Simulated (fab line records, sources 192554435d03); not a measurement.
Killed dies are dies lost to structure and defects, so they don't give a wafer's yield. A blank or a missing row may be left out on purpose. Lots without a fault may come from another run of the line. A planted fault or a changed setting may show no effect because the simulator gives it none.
A struck lot beside a sound one | flow n5_finfet | 37 steps out of a route of 1938
Sound: wafers L445.2, L445.4, L445.5. Struck: wafers L453.4, L453.5, L453.6. The cause comes at the end.
At each step with rows: each side's tool, then ch and its chambers, then its first start. Under that, the readings that differ: sound wafers | struck wafers | difference of the means | sigmas: that difference in standard deviations of wafers without a fault.
alike: readings whose means differ by less than 2 such deviations, and words and numbers that are the same on both sides. not compared: withheld readings, readings that some wafer has no value for, bounds like >300 that may hide the same value, and numbers for which the record gives no deviation and whose values overlap.
The two part at a step that has a row with sigmas, a row that says differs or no value, or rows on one side only. Numbers that don't overlap but have no deviation are shown without sigmas and don't part them. A reading that every wafer of one side lacks parts them only if that side has two wafers or more.

first, 9 steps without rows for these wafers: N5_BEOL_M9_DESCUM_33 (chemistry O2, time 7 s); N5_BEOL_M9_ETCH_76 (etches underlayer in N2/H2, target depth 6.5 nm, time 5.2 s); N5_BEOL_M9_ETCH_65 (etches SiARC in CF4, target depth 15.6 nm, time 26 s); N5_BEOL_M9_ETCH_66 (etches SOC in N2/H2, target depth 80 nm, overetch 16 nm, time 120 s); N5_BEOL_M9_STRIP_69 (strips in N2/H2); N5_BEOL_M9_STRIP_77 (strips in N2/H2); N5_BEOL_M9_VIA_ETCH_34 (etches SiCOH lowk in C4F6/O2, target depth 182.4 nm, time 68.4 s); N5_BEOL_M9_STRIP_73 (strips in C4F6/O2); N5_BEOL_M9_STRIP_36 (strips in N2/H2).
N5_BEOL_M9_TRENCH_ETCH_37: etches SiCOH lowk in C4F6/O2, target depth 151.43 nm, time 49 s.
  sound on rie_diel-05 ch 0,1,2, day 12 04:03; struck on rie_diel-02 ch 1,2, day 14 01:14
  reading                                    | sound             | struck            | difference | sigmas
  run_length_s (s)                           | 71.6 72.2 71.9    | 60.3 61.0 60.4    | -11.3      | -28
  time_s (s)                                 | 49 49 49          | 34.3 34.3 34.3    | -14.7      |
  model.etch.depth_nm (nm)                   | 152.3 147.6 147.9 | 105.3 104.9 106.1 | -43.8      |
  model.BEOL_M9.feature_depth_nm (nm)        | 152.4 147.6 148   | 105.2 105 106.2   | -43.9      |
  model.TiN_of_BEOL_M9_HM_DEP_02.thk_nm (nm) | 15.6 16 15.8      | 17 17.2 17.4      | +1         |
  alike: C4F6_flow_sccm, O2_flow_sccm, drypump_motor_current_A, oes_product_au, rf_vpp_V, showerhead_plenum_p_Torr, throttle_valve_pct
  not compared: rf_hours_counter_h
then, 2 steps without rows for these wafers: N5_BEOL_M9_ETCH_41 (etches SiCN in CH3F/O2, target depth 36.6 nm, time 70.1 s); N5_BEOL_M9_STRIP_80 (strips in N2/H2, time 10 s).
N5_BEOL_M9_OCD_MEAS_38:
  sound on ocd-02, day 12 04:13; struck on ocd-01, day 14 01:24
  reading              | sound             | struck            | difference | sigmas
  trench_depth_nm (nm) | 153.0 147.4 147.6 | 105.4 104.4 106.2 | -44.0      | -18
then, 13 steps without rows for these wafers: N5_BEOL_M9_HM_STRIP_39 (strips TiN in peroxide tin strip, target depth 25 nm, time 158 s); N5_BEOL_M9_SRD_40 (time 30 s); N5_BEOL_M9_PRECLEAN_42 (cleans in residue remover, time 60 s); N5_BEOL_M9_SRD_43 (time 30 s); N5_BEOL_M9_CURE_72 (cures SiCOH lowk, time 120 s); N5_BEOL_M9_DEGAS_44 (time 60 s); N5_BEOL_M9_PRE_CLEAN_45 (time 30 s); N5_BEOL_M9_ALD_74 (deposits TaN, target thk 2 nm, pulse time 2 s, purge time 3 s); N5_BEOL_M9_SURFACE_TREAT_79; N5_BEOL_M9_CVD_78 (deposits Co from CCTBA/H2, target thk 2 nm, time 138.9 s); N5_BEOL_M9_SPUTTER_48 (material Cu, target thk 12 nm, time 2 s); N5_BEOL_M9_ECD_50 (material Cu, target thk 318 nm); N5_BEOL_M9_ANNEAL_51 (time 90 s).
N5_BEOL_M9_CMP_52: polishes, stops on SiCOH lowk, t overpolish 7 s, target thk 140 nm.
  sound on cmp-04 ch 0,1,3, day 12 06:26; struck on cmp-03 ch 0,3, day 14 03:32
  reading                                | sound           | struck       | difference | sigmas
  model.Cu_of_BEOL_M9_ECD_50.thk_nm (nm) | 140 136.2 136.2 | 92.6 92 93.2 | -44.9      |
  alike: motor_current_A
N5_BEOL_M9_THK_MEAS_53: measures by xrf.
  sound on film_metro-01, day 12 06:44; struck on film_metro-02, day 14 03:47
  reading     | sound             | struck         | difference | sigmas
  M9_THK (nm) | 138.6 134.7 135.4 | 92.8 92.2 93.6 | -43.4      | -15
then, 2 steps without rows for these wafers: N5_BEOL_M9_PRE_CLEAN_55 (time 15 s); N5_BEOL_M9_DEP_56 (deposits SiCN from 3MS/NH3, target thk 15 nm, time 26.5 s).
N5_BEOL_M9_RS_MEAS_57: measures by four-point-probe.
  sound on film_metro-02, day 12 06:52; struck on film_metro-02, day 14 03:55
  reading        | sound             | struck            | difference | sigmas
  M9_RS (ohm/sq) | 0.151 0.155 0.156 | 0.241 0.243 0.239 | +0.087     | +26
then, 5 steps without rows for these wafers: N5_BEOL_M10_ILD_DEP_00 (deposits SiCOH lowk from DEMS/porogen, target thk 308.51 nm, time 58 s); N5_BEOL_M10_CURE_71 (cures SiCOH lowk, time 240 s); N5_BEOL_M10_PECVD_70 (deposits SiO2 from TEOS/O2, target thk 20 nm, time 22.7 s); N5_BEOL_M10_HM_DEP_02 (deposits TiN, target thk 20 nm); N5_BEOL_M10_COAT_59 (time 60 s, resist thk 100 nm).
N5_BEOL_M15_RC_MEAS_101:
  sound on prober-01 ch 0, day 14 06:31; struck on prober-01 ch 0, day 16 01:09
  reading                   | sound          | struck         | difference | sigmas
  SERP_M7 (ohm/um)          | 14.7 14.5 15.3 | 13.5 13.1 14.0 | -1.3       | -2
  SERP_M9 (ohm/um)          | 3.06 3.08 3.17 | 4.81 4.85 4.72 | +1.69      | +23
  SERP_M9_max_site (ohm/um) | 3.20 3.24 3.21 | 4.94 5.15 4.97 | +1.80      | +20
  alike: COMB_M10, COMB_M11, COMB_M12, COMB_M12_max_site, COMB_M13, COMB_M14, COMB_M15, COMB_M5, COMB_M6, COMB_M7, COMB_M8, SERP_M10, SERP_M11, SERP_M12, SERP_M13, SERP_M14, SERP_M5, SERP_M6, SERP_M8

WHERE THEY PART
First at N5_BEOL_M9_TRENCH_ETCH_37; last, within this record, at N5_BEOL_M15_RC_MEAS_101.

WHY: what the simulator had put in
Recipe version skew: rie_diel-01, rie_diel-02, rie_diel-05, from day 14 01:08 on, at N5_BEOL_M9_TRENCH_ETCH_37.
